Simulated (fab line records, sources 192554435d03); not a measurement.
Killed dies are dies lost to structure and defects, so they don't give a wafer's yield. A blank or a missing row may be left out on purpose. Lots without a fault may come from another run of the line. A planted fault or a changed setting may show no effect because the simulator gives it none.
Split-lot experiment | flow n5_finfet | 7 lots, 21 wafers read, on a route of 1938 steps

THE SPLIT
At N5_BEOL_M7_COAT_05 (resist thk 90 nm), the setting spin_rpm was moved away from the recipe's 1500 rpm on 12 of the 21 wafers read, by -3.3% to +10.1%. The other wafers ran this setting at the recipe's value.

FROM THE SPLIT TO THE READING: what the file shows between them, 4 steps
- N5_BEOL_M7_EBR_07
- N5_BEOL_M7_SOFTBAKE_06: time 60 s
- N5_BEOL_M7_EXPOSE_08: exposes mask M7
- N5_BEOL_M7_PEB_09: peb time 60 s

THE READING
CAR-ArF_of_BEOL_M7_COAT_05.thk_nm (the simulator's own value, which no gauge read), in nm, at N5_BEOL_M7_DEVELOP_10 (develop time 30 s). The file gives no usual value for it. The 9 wafers here that ran the recipe average 88.4 nm, standard deviation 0.2 nm.

wafer  | tool, chamber at the split | spin_rpm as run, rpm | against the recipe | CAR-ArF_of_BEOL_M7_COAT_05.thk_nm, nm | against lot-mates on the recipe
L076.1 | litho_track-05, 0          | 1598                 | +6.5%              | 85.6                                  | no lot-mate on the recipe
L076.2 | litho_track-05, 0          | 1598                 | +6.5%              | 85.8                                  | no lot-mate on the recipe
L076.5 | litho_track-05, 0          | 1598                 | +6.5%              | 85.8                                  | no lot-mate on the recipe
L077.2 | litho_track-05, 0          | 1500                 | recipe             | 88.4                                  | -
L077.3 | litho_track-05, 0          | 1500                 | recipe             | 88.4                                  | -
L077.4 | litho_track-05, 0          | 1634                 | +8.9%              | 84.8                                  | -3.6
L085.2 | litho_track-05, 0          | 1632                 | +8.8%              | 84.4                                  | no lot-mate on the recipe
L085.3 | litho_track-05, 0          | 1632                 | +8.8%              | 84.6                                  | no lot-mate on the recipe
L085.5 | litho_track-05, 0          | 1632                 | +8.8%              | 84.6                                  | no lot-mate on the recipe
L089.1 | litho_track-03, 0          | 1500                 | recipe             | 88.6                                  | -
L089.4 | litho_track-03, 0          | 1500                 | recipe             | 88.4                                  | -
L089.5 | litho_track-03, 0          | 1569                 | +4.6%              | 86.2                                  | -2.3
L094.2 | litho_track-01, 0          | 1450                 | -3.3%              | 90.2                                  | +1.4
L094.4 | litho_track-01, 0          | 1450                 | -3.3%              | 90.6                                  | +1.8
L094.6 | litho_track-01, 0          | 1500                 | recipe             | 88.8                                  | -
L096.2 | litho_track-03, 0          | 1500                 | recipe             | 88.2                                  | -
L096.5 | litho_track-03, 0          | 1500                 | recipe             | 88.2                                  | -
L096.6 | litho_track-03, 0          | 1500                 | recipe             | 88.6                                  | -
L097.2 | litho_track-03, 0          | 1651                 | +10.1%             | 84.2                                  | -4.0
L097.4 | litho_track-03, 0          | 1651                 | +10.1%             | 84                                    | -4.2
L097.5 | litho_track-03, 0          | 1500                 | recipe             | 88.2                                  | -

THE FIT
A straight line over all 21 wafers: CAR-ArF_of_BEOL_M7_COAT_05.thk_nm changes by -0.446 nm for each +1% of spin_rpm; r = -0.99; the points scatter about the line by 0.24 nm.
The same after taking each lot's own level away (the mean of its wafers on the recipe; 15 wafers): -0.42 nm for each +1%; r = -1.00; scatter 0.19 nm.
On that fit, the largest move of spin_rpm shifts the reading by 4.2 nm.
The lots' own levels span 88.20 to 88.80 nm, that is 3.0 times the standard deviation above.
So the lot-to-lot level changes the slope little: the two slopes agree.
Check: with one of the wafers moved furthest among these (+10.1%) left out of the fit, the line predicts -4.28 nm for it against its lot-mates. It came out at -4 nm against them.

OTHER SPLITS ON THESE WAFERS
These wafers also went through other splits before the reading. Each is held against what the fit with the lots' levels taken away leaves over:
other split on the same wafers    | wafers away from the commonest value | r with CAR-ArF_of_BEOL_M7_COAT_05.thk_nm (lot level and that fit taken away)
N5_BEOL_M6_EXPOSE_25 dose_mj      | 11                                   | -0.39
N5_BEOL_M6_ETCH_65 target_depth_a | 6                                    | -0.20
N5_BEOL_M7_PECVD_70 temp_c        | 5                                    | +0.00

THE WHOLE CHAIN: every reading that the file lists as answering this split, in the file's order
step                  | what it does      | reading                                                                            | change (the file's fit)               | r (the file's)
N5_BEOL_M7_COAT_05    | resist thk 90 nm  | CAR-ArF_of_BEOL_M7_COAT_05.thk_nm (the simulator's own value, which no gauge read) | -0.434 nm for each +1% of the setting | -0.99
N5_BEOL_M7_DEVELOP_10 | develop time 30 s | CAR-ArF_of_BEOL_M7_COAT_05.thk_nm (the simulator's own value, which no gauge read) | -0.419 nm for each +1% of the setting | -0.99

THE FILE'S OWN FIT
CAR-ArF_of_BEOL_M7_COAT_05.thk_nm changes by -0.419 nm for each +1% of spin_rpm, r = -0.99.
